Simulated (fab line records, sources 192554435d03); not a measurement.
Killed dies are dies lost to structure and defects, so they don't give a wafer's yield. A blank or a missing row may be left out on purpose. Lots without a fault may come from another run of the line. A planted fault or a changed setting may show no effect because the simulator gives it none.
fab line records | flow n5_finfet
record lots=9 wafers=27 last_day=18
route steps=1938 shown BEOL_M1@832 BEOL_M2@851 BEOL_M4@1111 PASSIVATION@1936
lots that met no fault: from a run of the same line without faults
start_h: hours from the record's first day to the start of the lot's first wafer shown | wait_h: hours since the lot's step before | " the same as in the row above | L1.1+2: a row that stands for several wafers | - no value, or no start given | * or withheld: withheld | < > ~ a bound
route shown NAME@n: a module of which the file shows steps, and the number in the route of the first | usual: mean/standard deviation of fault-free wafers | same: alike in all rows | chamber/n: place in a boat | sites: the reading at each site | _std_site: their standard deviation | _edge_site: outer sites' mean less inner sites' | radius_mm: how far each site lies from the wafer's centre | mask NAME#n: copy n | behind: the tool/chamber that last shaped the wafer | hold: why the lot was held/for how many hours/how that ended | device: the transistor (n, p or np) that didn't switch | end of line: the same wafers' tests at the end of the route | a step without rows: its recipe alone | killed: dies lost to structure and defects at the first sort, not the wafer's yield | map: a wafer's dies, x killed, . not, _ none there
set.NAME: the setting as run; set.NAME@STEP: as run at that earlier step | model.NAME: the simulator's own value behind a step, which no gauge read
steps of the route over a sample of lots; a table a step, a row a wafer
services: from which hour (start_h, from the record's first day; less than 0 if before it) a tool's chamber was out of use, for how many hours, and why
## steps
# step N5_BEOL_M1_ANNEAL_51
# recipe temp_c=225 time_s=90 ambient=N2
# usual wafer_temp_C_max=226.4/0.42
# columns lot.wafer tool chamber start_h wait_h wafer_temp_C_max
L766.1 rtp_anneal-02 0 138.36 0.1 227.1
L766.4 " 0 " " 226.6
L766.5 " 0 " " 226.5
L769.2 rtp_anneal-01 0 150.68 0.1 225.8
L769.5 " 0 " " 226.5
L769.6 " 0 " " 225.9
L772.1 rtp_anneal-01 0 179.68 0.1 226.0
L772.3 " 0 " " 226.1
L772.6 " 0 " " 226.3
L773.1 rtp_anneal-02 0 179.94 0.1 226.8
L773.2 " 0 " " 226.5
L773.6 " 0 " " 227.4
L774.1 rtp_anneal-02 0 194.90 0.1 226.9
L774.3 " 0 " " 226.5
L774.5 " 0 " " 226.7
L777.1 rtp_anneal-01 0 206.94 0.1 226.3
L777.4 " 0 " " 226.0
L777.5 " 0 " " 225.8
L779.1 rtp_anneal-02 0 213.65 0.1 226.7
L779.2 " 0 " " 226.6
L779.5 " 0 " " 226.5
L781.1 rtp_anneal-02 0 225.15 0.1 226.7
L781.4 " 0 " " 227.2
L781.5 " 0 " " 227.2
L783.1 rtp_anneal-02 0 234.23 0.1 226.4
L783.3 " 0 " " 226.6
L783.5 " 0 " " 226.8
# step N5_BEOL_M2_EXPOSE_08
# recipe mask_id=M2 na=0.33 source_shape=dipole sigma_inner=0.369 sigma_outer=0.767 polarization=unpolarized dose_mj=41.25
# usual exposure_dose_mJ_cm2=41.17/0.054
# columns lot.wafer tool chamber start_h wait_h mask exposure_dose_mJ_cm2
L766.1 euv_scanner-01 0 140.54 - M2#0 41.15
L766.4 " 0 " " M2#0 41.16
L766.5 " 0 " " M2#0 41.18
L769.2 euv_scanner-01 0 153.03 - M2#0 41.10
L769.5 " 0 " " M2#0 41.07
L769.6 " 0 " " M2#0 41.12
L772.1 euv_scanner-01 0 182.11 - M2#0 44.97
L772.3 " 0 " " M2#0 45.03
L772.6 " 0 " " M2#0 44.97
L773.1 euv_scanner-02 0 182.28 - M2#0 41.22
L773.2 " 0 " " M2#0 41.20
L773.6 " 0 " " M2#0 41.23
L774.1 euv_scanner-01 0 196.57 - M2#0 44.21
L774.3 " 0 " " M2#0 44.21
L774.5 " 0 " " M2#0 44.21
L777.1 euv_scanner-02 0 209.17 - M2#0 41.24
L777.4 " 0 " " M2#0 41.20
L777.5 " 0 " " M2#0 41.22
L779.1 euv_scanner-02 0 215.71 - M2#0 41.18
L779.2 " 0 " " M2#0 41.24
L779.5 " 0 " " M2#0 41.27
L781.1 euv_scanner-02 0 227.17 - M2#0 41.16
L781.4 " 0 " " M2#0 41.21
L781.5 " 0 " " M2#0 41.20
L783.1 euv_scanner-02 0 237.47 - M2#0 41.18
L783.3 " 0 " " M2#0 41.23
L783.5 " 0 " " M2#0 41.22
# step N5_BEOL_M2_CD_MEAS_11
# recipe target_cd_nm=16.79 landing_energy_ev=500 detector=se_inlens polarity=opening
# usual cd_nm=16.76/0.25
# same landing_energy_ev=500
# columns lot.wafer tool chamber start_h wait_h cd_nm
L766.1 cd_sem-01 0 140.68 - 16.56
L766.4 " 0 " " 16.76
L766.5 " 0 " " 16.72
L769.2 cd_sem-02 0 153.16 - 16.76
L769.5 " 0 " " 16.70
L769.6 " 0 " " 16.60
L772.1 cd_sem-03 0 182.24 - 18.14
L772.3 " 0 " " 18.30
L772.6 " 0 " " 18.89
L773.1 cd_sem-01 0 182.41 - 16.55
L773.2 " 0 " " 17.06
L773.6 " 0 " " 16.66
L774.1 cd_sem-03 0 196.70 - 18.54
L774.3 " 0 " " 18.22
L774.5 " 0 " " 18.35
L777.1 cd_sem-01 0 209.30 - 16.86
L777.4 " 0 " " 16.16
L777.5 " 0 " " 16.71
L779.1 cd_sem-01 0 215.85 - 17.05
L779.2 " 0 " " 16.49
L779.5 " 0 " " 16.45
L781.1 cd_sem-03 0 227.30 - 16.51
L781.4 " 0 " " 16.65
L781.5 " 0 " " 17.09
L783.1 cd_sem-03 0 237.60 - 16.70
L783.3 " 0 " " 16.55
L783.5 " 0 " " 16.57
# step N5_BEOL_M2_INSPECT_13
# recipe mode=adi inspect_instrument=brightfield
# usual raw_defect_count=430/110
# columns lot.wafer tool chamber start_h wait_h raw_defect_count
L766.1 defect_inspect-02 - 140.77 0.1 439
L766.4 " - " " 324
L766.5 " - " " 426
L769.2 defect_inspect-02 - 153.25 0.0 461
L769.5 " - " " 547
L769.6 " - " " 388
L772.1 defect_inspect-02 - 182.33 0.1 577
L772.3 " - " " 471
L772.6 " - " " 581
L773.1 defect_inspect-02 - 182.50 0.1 308
L773.2 " - " " 458
L773.6 " - " " 351
L774.1 defect_inspect-02 - 196.79 0.1 459
L774.3 " - " " 537
L774.5 " - " " 398
L777.1 defect_inspect-02 - 209.39 0.1 425
L777.4 " - " " 331
L777.5 " - " " 328
L779.1 defect_inspect-01 - 215.93 0.1 492
L779.2 " - " " 554
L779.5 " - " " 539
L781.1 defect_inspect-02 - 227.39 0.1 346
L781.4 " - " " 383
L781.5 " - " " 474
L783.1 defect_inspect-02 - 237.71 0.1 272
L783.3 " - " " 317
L783.5 " - " " 326
# step N5_BEOL_M2_ETCH_64
# recipe chemistry=N2/H2 target=SOC target_depth_a=750 overetch_a=225 mask_material=SiARC temp_c=40 time_s=121.9 ion_energy_ev=200 pressure_mtorr=30 source_w=840 bias_w=150 n2_flow_sccm=200 h2_flow_sccm=200
# usual bias_w=150.0/0.45 chamber_pressure_mTorr=30.001/0.025 drypump_motor_current_A=5.9/0.37 oes_product_au=0.61/0.064 rf_vpp_V=525/3.6 showerhead_plenum_p_Torr=2.57/0.13 throttle_valve_pct=17.77/0.18
# columns lot.wafer tool chamber start_h wait_h bias_w chamber_pressure_mTorr drypump_motor_current_A oes_product_au rf_hours_counter_h rf_vpp_V showerhead_plenum_p_Torr throttle_valve_pct
L766.1 rie_diel-04 3 140.88 0.0 150.2 29.993 6.0 0.56 187 525 2.53 17.76
L766.4 " 0 " " 150.6 29.997 6.4 0.69 30 528 2.70 17.52
L766.5 " 1 " " 150.7 30.009 6.1 0.56 - 520 2.41 17.66
L769.2 rie_diel-02 2 153.36 0.0 150.1 30.028 6.4 0.52 236 524 2.51 18.09
L769.5 " 1 " " 149.1 30.009 5.5 0.63 - 527 2.68 17.66
L769.6 " 2 " " 149.9 29.978 6.4 0.51 - 523 2.51 18.10
L772.1 rie_diel-05 2 182.45 0.0 150.1 30.004 5.8 0.70 14 529 2.71 17.63
L772.3 " 1 " " 149.8 30.007 5.4 0.57 139 517 2.34 17.98
L772.6 " 2 " " 150.8 29.982 5.8 0.69 - 529 2.72 17.62
L773.1 rie_diel-04 3 182.69 0.0 150.6 30.023 6.0 0.55 201 523 2.52 17.77
L773.2 " 2 " " 149.9 29.999 6.1 0.66 58 522 2.48 17.96
L773.6 " 3 " " 150.9 29.992 6.0 0.55 - 523 2.52 17.77
L774.1 rie_diel-04 3 196.90 0.0 150.3 29.989 6.1 0.55 205 523 2.52 17.78
L774.3 " 0 " " 149.6 30.003 6.4 0.67 50 528 2.69 17.55
L774.5 " 2 " " 149.5 29.963 6.1 0.65 - 521 2.47 17.96
L777.1 rie_diel-05 0 209.70 0.0 149.7 29.994 5.6 0.57 173 526 2.64 17.65
L777.4 " 2 " " 149.3 29.964 5.8 0.68 21 528 2.71 17.63
L777.5 " 1 " " 150.0 29.970 5.4 0.57 - 518 2.34 18.01
L779.1 rie_diel-05 1 216.08 0.0 150.1 29.995 5.4 0.57 148 518 2.34 18.02
L779.2 " 3 " " 150.4 30.010 6.3 0.52 249 526 2.61 18.13
L779.5 " 1 " " 149.6 30.050 5.4 0.57 - 517 2.34 18.01
L781.1 rie_diel-02 3 227.80 0.0 149.9 30.022 5.9 0.55 206 525 2.63 17.77
L781.4 " 2 " " 150.4 29.940 6.4 0.75 4 522 2.50 17.67
L781.5 " 3 " " 150.5 30.017 5.9 0.56 - 526 2.63 17.76
L783.1 rie_diel-04 1 238.18 0.0 149.5 30.012 6.1 0.54 235 519 2.40 17.71
L783.3 " 3 " " 150.3 29.994 6.0 0.54 221 524 2.51 17.81
L783.5 " 0 " " 149.4 30.000 6.4 0.65 - 528 2.68 17.58
# step N5_BEOL_M2_CD_MEAS_18
# recipe pitch_nm=36 target_cd_nm=18
# usual cd_nm=17.89/0.3
# columns lot.wafer tool chamber start_h wait_h cd_nm
L766.1 cd_sem-02 - 141.23 0.0 17.67
L766.4 " - " " 17.96
L766.5 " - " " 17.89
L769.2 cd_sem-01 - 153.72 0.1 17.56
L769.5 " - " " 17.88
L769.6 " - " " 17.99
L772.1 cd_sem-01 - 182.89 0.0 19.55
L772.3 " - " " 19.80
L772.6 " - " " 19.82
L773.1 cd_sem-01 - 183.11 0.0 18.12
L773.2 " - " " 17.63
L773.6 " - " " 17.59
L774.1 cd_sem-03 - 197.27 0.0 18.87
L774.3 " - " " 19.16
L774.5 " - " " 19.24
L777.1 cd_sem-02 - 210.06 0.1 17.62
L777.4 " - " " 18.02
L777.5 " - " " 17.70
L779.1 cd_sem-03 - 216.45 0.1 17.95
L779.2 " - " " 17.76
L779.5 " - " " 18.21
L781.1 cd_sem-02 - 228.17 0.0 17.48
L781.4 " - " " 18.35
L781.5 " - " " 17.70
L783.1 cd_sem-02 - 238.76 0.0 17.64
L783.3 " - " " 18.03
L783.5 " - " " 17.47
# step N5_BEOL_M4_RC_MEAS_101
# usual DIBL_N=35.9/1.3 DIBL_P=35.9/1.5 IOFF_N=0.152/0.023 IOFF_P=0.204/0.027 ION_N=673/9.2 ION_P=462/6.7 SS_N=71.4/0.48 SS_P=73.2/0.55 VT_N=250.3/2.6 VT_P=-250.6/3
# columns lot.wafer tool chamber start_h wait_h DIBL_N[mV/V] DIBL_P[mV/V] IOFF_N[nA/um] IOFF_P[nA/um] ION_N[uA/um] ION_P[uA/um] SS_N[mV/dec] SS_P[mV/dec] VT_N[mV] VT_P[mV]
L766.1 prober-01 0 186.74 0.0 35.9 36.2 0.177 0.208 682 458 71.3 73.9 246.9 -250.4
L766.4 " 0 " " 35.3 35.8 0.163 0.198 679 459 71.8 73.7 248.9 -251.5
L766.5 " 0 " " 34.9 36.1 0.159 0.204 676 464 70.8 73.1 248.7 -252.7
L769.2 prober-01 0 213.20 0.2 36.6 36.6 0.135 0.175 670 456 71.2 72.8 253.0 -253.4
L769.5 " 0 " " 35.3 34.7 0.122 0.159 676 453 70.6 72.6 253.1 -254.0
L769.6 " 0 " " 37.3 38.1 0.162 0.214 685 469 71.8 73.6 251.9 -250.3
L773.1 prober-01 0 238.39 0.0 36.2 35.5 0.162 0.209 687 467 71.6 73.1 246.1 -248.9
L773.2 " 0 " " 37.4 37.4 0.183 0.233 680 468 71.8 74.2 245.8 -249.6
L773.6 " 0 " " 36.8 36.7 0.175 0.224 690 469 70.5 73.0 247.4 -248.3
L777.1 prober-01 0 249.16 0.0 34.3 33.5 0.154 0.211 683 472 71.5 72.7 248.0 -249.9
L777.4 " 0 " " 35.1 33.7 0.163 0.210 681 463 71.7 73.3 248.1 -249.2
L777.5 " 0 " " 34.8 34.6 0.161 0.225 679 470 71.2 74.5 249.0 -248.3
L779.1 prober-01 0 271.93 0.0 33.9 35.3 0.152 0.208 688 474 71.3 72.8 248.7 -248.8
L779.2 " 0 " " 34.1 36.2 0.156 0.231 682 474 71.0 73.3 250.0 -245.6
L779.5 " 0 " " 33.2 34.6 0.136 0.201 681 471 70.4 72.7 250.0 -249.4
L781.1 prober-02 0 276.64 0.0 33.7 32.6 0.112 0.168 658 463 71.3 72.2 254.1 -251.2
L781.4 " 0 " " 37.4 37.8 0.179 0.235 677 469 71.4 74.2 249.8 -248.6
L781.5 " 0 " " 35.2 34.0 0.140 0.181 664 458 71.7 72.9 250.1 -250.5
L783.1 prober-02 0 302.23 0.0 34.5 36.0 0.143 0.198 681 470 71.5 73.3 252.2 -248.9
L783.3 " 0 " " 33.8 35.6 0.137 0.187 665 466 71.2 73.1 253.1 -253.0
L783.5 " 0 " " 35.7 37.6 0.164 0.223 681 467 71.5 73.5 249.4 -251.9
# step N5_PASSIVATION_PROBE_49
# usual defect_limited_yield=91.0/1.5 killed_at_M0_to_M3=37/12 killed_at_M4_up=13/5 killed_at_contacts=13/6.1 killed_at_front_end=39/11 killed_at_other=4/3.2 killed_dies=106/17 killed_on_rim=13/4.2 killed_open=69/12 killed_short=35/7.9 sort_bin_5_function=5.3/1 sort_bin_6_memory=3.3/0.68 sort_n_pass=1074/17 sort_yield_pct=91.0/1.5
# same gross_dies=1180 killed_at_back_side=0 sort_bin_4_leakage[%]=0 sort_bin_8_speed[%]=0
# columns lot.wafer tool chamber start_h wait_h defect_limited_yield[%] killed_at_M0_to_M3 killed_at_M4_up killed_at_contacts killed_at_front_end killed_at_other killed_dies killed_on_rim killed_open killed_short sort_bin_5_function[%] sort_bin_6_memory[%] sort_n_pass sort_yield_pct[%]
L766.1 prober-02 - 292.11 0.0 91.9 31 14 9 38 4 96 11 61 30 4.4 3.1 1084 91.9
L766.4 prober-02 - 292.26 0.2 91.5 31 14 7 41 7 100 14 70 29 5.2 3.1 1080 91.5
L766.5 prober-02 - 292.31 0.2 89.5 47 6 14 54 3 124 16 79 44 5.2 4.7 1056 89.5
L769.2 prober-01 - 327.99 0.1 89.7 27 16 30 48 0 121 15 76 43 6.4 3.4 1059 89.7
L769.5 prober-01 - 328.14 0.2 88.5 37 15 36 43 5 136 14 87 48 7.2 3.7 1044 88.5
L769.6 prober-01 - 328.19 0.3 89.2 33 11 21 61 1 127 19 86 39 6.5 3.7 1053 89.2
L773.1 prober-02 - 346.18 0.3 89.7 50 20 6 45 0 121 23 80 40 5.8 4.2 1059 89.7
L773.2 prober-02 - 346.23 0.4 90.8 54 6 11 36 2 109 11 80 26 6.2 2.8 1071 90.8
L773.6 prober-02 - 346.43 0.6 92.5 39 10 8 31 0 88 16 62 25 4.4 2.8 1092 92.5
L772.1 prober-02 - 355.92 0.0 0 1108 14 14 41 3 1180 152 80 48 14.0 3.9 0 0
L772.3 prober-02 - 356.02 0.1 0 1130 11 16 21 2 1180 152 66 34 12.1 2.6 0 0
L772.6 prober-02 - 356.17 0.3 0 1120 20 5 30 5 1180 152 56 27 10.4 2.3 0 0
L777.1 prober-02 - 361.69 0.1 90.0 43 8 13 48 6 118 17 80 38 5.2 4.7 1062 90.0
L777.4 prober-02 - 361.84 0.3 91.2 26 18 11 48 1 104 14 82 22 5.8 2.9 1076 91.2
L777.5 prober-02 - 361.89 0.3 88.9 45 19 22 39 6 131 21 84 45 6.8 3.9 1049 88.9
L774.1 prober-02 - 374.89 0.0 0.3 1105 6 15 48 3 1177 152 75 34 68.6 4.7 3 0.3
L774.3 prober-02 - 374.99 0.1 0.1 1098 12 12 47 10 1179 152 70 51 70.3 4.5 1 0.1
L774.5 prober-02 - 375.09 0.2 0 1117 15 9 28 11 1180 152 61 46 71.3 4.8 0 0
L779.1 prober-02 - 384.07 0.0 92.7 29 11 13 33 0 86 11 61 24 4.8 2.1 1094 92.7
L779.2 prober-02 - 384.12 0.1 91.1 22 18 23 39 3 105 13 78 26 4.6 4.1 1075 91.1
L779.5 prober-02 - 384.27 0.2 92.5 35 11 9 34 0 89 8 59 29 4.3 3.1 1091 92.5
L781.1 prober-01 - 395.42 0.0 93.4 31 17 9 21 0 78 9 52 26 3.9 2.4 1102 93.4
L781.4 prober-01 - 395.57 0.2 91.5 32 10 12 41 5 100 12 67 28 4.3 3.8 1080 91.5
L781.5 prober-01 - 395.62 0.2 92.2 35 16 13 24 4 92 14 62 27 4.4 2.9 1088 92.2
L783.1 prober-02 - 422.62 0.0 91.9 27 9 12 46 1 95 12 54 35 3.6 3.6 1085 91.9
L783.3 prober-02 - 422.72 0.1 93.1 15 12 11 43 1 82 7 55 24 4.2 2.8 1098 93.1
L783.5 prober-02 - 422.82 0.2 92.5 42 5 4 38 0 89 14 53 26 3.4 3.3 1091 92.5
# killed by level:class
L766.1 STI_FIN_REVEAL:geometric_particle:open=13 MOL_CONTACT_COAG:geometric_particle:open=8 BEOL_M0_SAQP:geometric_particle:open=8 FIN_SAQP:geometric_particle:open=7 BEOL_M0_SAQP:geometric_particle:short=7 BEOL_M4:geometric_particle:open=6 BEOL_M3:geometric_particle:open=5 BEOL_M4:geometric_particle:short=4
L766.4 STI_FIN_REVEAL:geometric_particle:open=13 FIN_SAQP:geometric_particle:open=8 BEOL_M0_SAQP:geometric_particle:open=7 BEOL_M0_SAQP:geometric_particle:short=6 MOL_CONTACT_COAG:geometric_particle:open=5 BEOL_M0:geometric_particle:open=5 BEOL_M2:geometric_particle:open=5 GATE_CUT:geometric_particle:short=4
L766.5 STI_FIN_REVEAL:geometric_particle:open=14 MOL_CONTACT_COAG:geometric_particle:open=12 BEOL_M0_SAQP:geometric_particle:open=10 BEOL_M0_SAQP:geometric_particle:short=9 FIN_SAQP:geometric_particle:open=8 FIN_SAQP:geometric_particle:short=8 GATE_CUT:geometric_particle:short=8 BEOL_M2:geometric_particle:open=7
L769.2 MOL_CONTACT_COAG:geometric_particle:open=22 STI_FIN_REVEAL:geometric_particle:open=18 FIN_SAQP:geometric_particle:short=8 MOL_CONTACT_COAG:geometric_particle:short=8 BEOL_M0_SAQP:geometric_particle:short=8 BEOL_M0_SAQP:geometric_particle:open=7 GATE_CUT:geometric_particle:short=5 BEOL_M2:geometric_particle:open=5
L769.5 MOL_CONTACT_COAG:geometric_particle:open=29 STI_FIN_REVEAL:geometric_particle:open=11 BEOL_M0_SAQP:geometric_particle:short=11 BEOL_M0_SAQP:geometric_particle:open=10 FIN_SAQP:geometric_particle:short=7 MOL_CONTACT_COAG:geometric_particle:short=7 BEOL_M3:geometric_particle:open=7 BEOL_M4:geometric_particle:open=7
L769.6 STI_FIN_REVEAL:geometric_particle:open=17 MOL_CONTACT_COAG:geometric_particle:open=14 FIN_SAQP:geometric_particle:open=13 BEOL_M0_SAQP:geometric_particle:open=10 BEOL_M0_SAQP:geometric_particle:short=9 FIN_SAQP:geometric_particle:short=7 MOL_CONTACT_COAG:geometric_particle:short=7 GATE_CUT:geometric_particle:short=6
L773.1 FIN_SAQP:geometric_particle:open=18 FIN_SAQP:geometric_particle:short=17 BEOL_M3:geometric_particle:open=12 BEOL_M2:geometric_particle:open=11 BEOL_M0_SAQP:geometric_particle:short=8 BEOL_M1:geometric_particle:open=8 MOL_CONTACT_COAG:geometric_particle:open=6 BEOL_M0_SAQP:geometric_particle:open=5
L773.2 BEOL_M1:geometric_particle:open=15 MOL_CONTACT_COAG:geometric_particle:open=10 BEOL_M3:geometric_particle:open=10 BEOL_M1:geometric_particle:short=8 STI_FIN_REVEAL:geometric_particle:open=7 BEOL_M0_SAQP:geometric_particle:open=7 BEOL_M2:geometric_particle:open=7 DUMMY_GATE:geometric_particle:open=5
L773.6 BEOL_M3:geometric_particle:open=10 STI_FIN_REVEAL:geometric_particle:open=9 DUMMY_GATE:geometric_particle:open=9 BEOL_M2:geometric_particle:open=8 BEOL_M0_SAQP:geometric_particle:open=7 FIN_SAQP:geometric_particle:short=5 MOL_CONTACT_COAG:geometric_particle:open=5 BEOL_M0_SAQP:geometric_particle:short=4
L772.1 BEOL_M2:area_expose=1051 BEOL_M0_SAQP:geometric_particle:short=22 STI_FIN_REVEAL:geometric_particle:open=15 BEOL_M0_SAQP:geometric_particle:open=15 MOL_CONTACT_COAG:geometric_particle:open=10 GATE_CUT:geometric_particle:short=6 DUMMY_GATE:geometric_particle:open=5 BEOL_M3:geometric_particle:open=5
L772.3 BEOL_M2:area_expose=1079 BEOL_M0_SAQP:geometric_particle:short=16 MOL_CONTACT_COAG:geometric_particle:open=15 BEOL_M0_SAQP:geometric_particle:open=15 BEOL_M2:geometric_particle:open=9 STI_FIN_REVEAL:geometric_particle:open=5 GATE_CUT:geometric_particle:short=5 BEOL_M3:geometric_particle:open=4
L772.6 BEOL_M2:area_expose=1096 BEOL_M4:geometric_particle:open=9 GATE_CUT:geometric_particle:short=5 BEOL_M0_SAQP:geometric_particle:open=5 BEOL_M0_SAQP:geometric_particle:short=5 BEOL_M2:geometric_particle:open=5 STI_FIN_REVEAL:geometric_particle:open=4 DUMMY_GATE:geometric_particle:open=4
L777.1 BEOL_M3:geometric_particle:open=13 STI_FIN_REVEAL:geometric_particle:open=12 MOL_CONTACT_COAG:geometric_particle:open=11 FIN_SAQP:geometric_particle:short=10 FIN_SAQP:geometric_particle:open=10 BEOL_M2:geometric_particle:open=7 BEOL_M1:geometric_particle:open=6 BEOL_M0_SAQP:geometric_particle:short=5
L777.4 FIN_SAQP:geometric_particle:open=16 STI_FIN_REVEAL:geometric_particle:open=13 MOL_CONTACT_COAG:geometric_particle:open=11 BEOL_M4:geometric_particle:open=7 BEOL_M1:geometric_particle:open=6 BEOL_M3:geometric_particle:open=5 ILD0:geometric_particle:short=3 GATE_CUT:geometric_particle:open=3
L777.5 MOL_CONTACT_COAG:geometric_particle:open=13 BEOL_M3:geometric_particle:open=11 BEOL_M4:geometric_particle:open=10 MOL_CONTACT_COAG:geometric_particle:short=9 BEOL_M1:geometric_particle:open=9 FIN_SAQP:geometric_particle:open=7 GATE_CUT:geometric_particle:short=5 GATE_CUT:geometric_particle:open=5
L774.1 BEOL_M2:area_expose=1066 FIN_SAQP:geometric_particle:open=12 MOL_CONTACT_COAG:geometric_particle:open=12 BEOL_M0_SAQP:geometric_particle:short=10 BEOL_M3:geometric_particle:open=9 STI_FIN_REVEAL:geometric_particle:open=8 BEOL_M2:geometric_particle:open=7 FIN_SAQP:geometric_particle:short=5
L774.3 BEOL_M2:area_expose=1055 BEOL_M0_SAQP:geometric_particle:short=9 BEOL_M3:geometric_particle:open=8 FIN_SAQP:geometric_particle:short=7 BEOL_M0_SAQP:geometric_particle:open=7 BEOL_M1:geometric_particle:open=7 FIN_SAQP:geometric_particle:open=6 MOL_CONTACT_COAG:geometric_particle:short=6
L774.5 BEOL_M2:area_expose=1071 BEOL_M0_SAQP:geometric_particle:short=11 BEOL_M3:geometric_particle:open=10 BEOL_M0_SAQP:geometric_particle:open=8 MOL_CONTACT_COAG:geometric_particle:open=7 BEOL_M4:geometric_particle:open=6 PASS1_DEP:geometric_particle:short=5 BEOL_M2:geometric_particle:short=5
L779.1 BEOL_M2:geometric_particle:open=13 MOL_CONTACT_COAG:geometric_particle:open=11 FIN_SAQP:geometric_particle:open=6 FIN_SAQP:geometric_particle:short=6 STI_FIN_REVEAL:geometric_particle:open=5 BEOL_M4:geometric_particle:open=5 DUMMY_GATE:geometric_particle:open=4 GATE_CUT:geometric_particle:short=4
L779.2 MOL_CONTACT_COAG:geometric_particle:open=19 BEOL_M0_SAQP:geometric_particle:open=10 FIN_SAQP:geometric_particle:open=9 BEOL_M4:geometric_particle:open=8 FIN_SAQP:geometric_particle:short=6 BEOL_M0_SAQP:geometric_particle:short=6 STARTING-WAFER:geometric_particle:open=5 STI_FIN_REVEAL:geometric_particle:open=4
L779.5 BEOL_M0_SAQP:geometric_particle:short=9 BEOL_M0_SAQP:geometric_particle:open=9 BEOL_M3:geometric_particle:open=8 STI_FIN_REVEAL:geometric_particle:open=7 MOL_CONTACT_COAG:geometric_particle:open=6 FIN_SAQP:geometric_particle:open=5 DUMMY_GATE:geometric_particle:open=4 ILD0:geometric_particle:open=4
L781.1 BEOL_M2:geometric_particle:open=10 FIN_SAQP:geometric_particle:open=6 BEOL_M0_SAQP:geometric_particle:short=6 MOL_CONTACT_COAG:geometric_particle:open=5 BEOL_M4:geometric_particle:open=5 MOL_CONTACT_COAG:geometric_particle:short=4 BEOL_M0_SAQP:geometric_particle:open=4 BEOL_M5:geometric_particle:open=4
L781.4 FIN_SAQP:geometric_particle:short=10 FIN_SAQP:geometric_particle:open=10 BEOL_M2:geometric_particle:open=10 MOL_CONTACT_COAG:geometric_particle:open=7 STI_FIN_REVEAL:geometric_particle:open=6 BEOL_M4:geometric_particle:open=6 BEOL_M0_SAQP:geometric_particle:open=5 BEOL_M3:geometric_particle:open=5
L781.5 MOL_CONTACT_COAG:geometric_particle:open=10 BEOL_M1:geometric_particle:open=10 BEOL_M3:geometric_particle:open=7 BEOL_M0_SAQP:geometric_particle:short=6 BEOL_M4:geometric_particle:open=6 BEOL_M5:geometric_particle:open=5 STARTING-WAFER:geometric_particle:short=5 FIN_SAQP:geometric_particle:short=4
L783.1 FIN_SAQP:geometric_particle:open=11 FIN_SAQP:geometric_particle:short=10 MOL_CONTACT_COAG:geometric_particle:open=9 BEOL_M0_SAQP:geometric_particle:open=7 BEOL_M2:geometric_particle:short=6 STI_FIN_REVEAL:geometric_particle:open=5 BEOL_M2:geometric_particle:open=5 HKMG_FIN:area_etch=5
L783.3 STI_FIN_REVEAL:geometric_particle:open=12 MOL_CONTACT_COAG:geometric_particle:open=8 STARTING-WAFER:geometric_particle:open=6 DUMMY_GATE:geometric_particle:open=5 FIN_SAQP:geometric_particle:short=4 FIN_SAQP:geometric_particle:open=4 STARTING-WAFER:geometric_particle:short=4 GATE_CUT:geometric_particle:short=3
L783.5 BEOL_M3:geometric_particle:open=14 BEOL_M0_SAQP:geometric_particle:open=12 STI_FIN_REVEAL:geometric_particle:open=10 HKMG_FIN:area_etch=7 BEOL_M0_SAQP:geometric_particle:short=6 FIN_SAQP:geometric_particle:short=4 BEOL_M2:geometric_particle:short=4 FIN_SAQP:geometric_particle:open=3
## services
# columns tool chamber start_h hours kind
euv_scanner-02 - 114.91 1.0 pm
euv_scanner-01 - 120.00 1.0 pm
euv_scanner-01 0 129.20 - calibration
euv_scanner-02 - 146.36 4.6 pm
euv_scanner-02 - 152.76 5.8 pm
euv_scanner-02 - 171.06 1.0 pm
euv_scanner-01 - 176.19 1.0 pm
euv_scanner-01 - 184.12 0.2 repair
rie_diel-02 2 193.76 - clean
rie_diel-02 2 193.76 - consumable_replace:focus_ring
rie_diel-02 2 193.76 21.7 scheduled_down
rie_diel-02 2 193.76 21.7 vent_cycle
euv_scanner-01 - 218.54 4.6 pm
rie_diel-05 3 226.36 1.8 repair
rie_diel-05 3 228.48 - clean
rie_diel-05 3 228.48 - consumable_replace:focus_ring
rie_diel-05 3 228.48 13.1 scheduled_down
rie_diel-05 3 228.48 13.1 vent_cycle
euv_scanner-02 - 228.92 1.0 pm
euv_scanner-01 - 232.30 1.0 pm
## key
first_sign step=N5_BEOL_M2_EXPOSE_08 reading=exposure_dose_mJ_cm2 direction=up sigmas=63 usual=41.17 struck=44.60
effect step=N5_BEOL_M2_CD_MEAS_11 reading=cd_nm direction=up sigmas=6.6 usual=16.76 struck=18.41 through=control_loop
effect step=N5_BEOL_M2_CD_MEAS_18 reading=cd_nm direction=up sigmas=5.1 usual=17.89 struck=19.40 through=control_loop
effect step=N5_PASSIVATION_PROBE_49 reading=killed_at_M0_to_M3 direction=up sigmas=91 usual=37 struck=1113
more_kills_born_at N5_BEOL_M2_EXPOSE_08@euv_scanner-01=6418
met_at N5_BEOL_M2_EXPOSE_08
struck_lots L772,L774
later_rows_left_out L772.1,L772.3,L772.6,L774.1,L774.3,L774.5
loop_trim step=N5_BEOL_M2_EXPOSE_08 setting=dose lots=L774
not_acting_at N5_BEOL_M1_ANNEAL_51,N5_BEOL_M2_INSPECT_13,N5_BEOL_M2_ETCH_64
onset_between 153.03 182.11
fault kind=process_parameter_drift tool=euv_scanner-01 chamber=- onset_h=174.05 steps=N5_BEOL_M2_EXPOSE_08 channel=dose_mj offset=3.8347 shape=step acts_in=these_recipes_only stated=41.25
# later_rows_left_out: the simulator's readings of these wafers behind a module that went badly wrong aren't trusted and aren't shown, but for the sort
# loop_trim: a control loop set the setting to another value than it would have without faults
